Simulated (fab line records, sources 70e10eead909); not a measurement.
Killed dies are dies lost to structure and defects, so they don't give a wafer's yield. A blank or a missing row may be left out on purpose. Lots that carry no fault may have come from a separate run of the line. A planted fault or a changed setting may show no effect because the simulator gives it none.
Chamber matching ; flow nandHarc ; NHARC_A_BLC_STRIP_29 on rieDiel-13: 4 sister chambers
The step strips in CF4. 8 wafers are shown with their chamber, then 8 later ones without.

WAFERS PAIRED WITH THEIR CHAMBERS
wafer;chamber;showerheadPlenumPTorr (Torr);drypumpMotorCurrentA (A)
L788.6;1;1.86;5.1
L789.6;0;1.71;6.1
L800.3;0;1.71;6.1
L800.5;2;1.82;5.5
L801.1;1;1.85;5.1
L801.2;3;1.87;5.4
L801.4;2;1.82;5.6
L803.1;3;1.87;5.5

WAFERS WHOSE CHAMBER IS MISSING
wafer;showerheadPlenumPTorr (Torr);drypumpMotorCurrentA (A)
L803.3;1.71;6.1
L803.5;1.87;5.5
L806.1;1.71;6.1
L806.2;1.87;5.4
L806.3;1.85;5.1
L805.1;1.85;5.1
L805.4;1.87;5.4
L805.5;1.71;6.1

WHICH CHAMBER EACH WENT THROUGH
wafer;from the rows above;in truth
L803.3;0;0
L803.5;3;3
L806.1;0;0
L806.2;3;3
L806.3;1;1
L805.1;1;1
L805.4;3;3
L805.5;0;0
Placed correctly: 8 of 8. Number that these rows cannot place: 0. 0 placed wrongly.
How it was worked out, from the rows above alone: a wafer's distance from a chamber is the root of the sum, over the readings, of the square of ((its reading less the chamber's mean) divided by the reading's scatter). The wafer belongs to the nearest chamber; if the next one is less than 2 further off, it can't be placed. The mean given for a chamber averages the wafers shown for that chamber. The scatter: take each reading less its chamber's mean, square it, sum over the shown wafers, divide by the number of wafers less the number of chambers, and take the root.
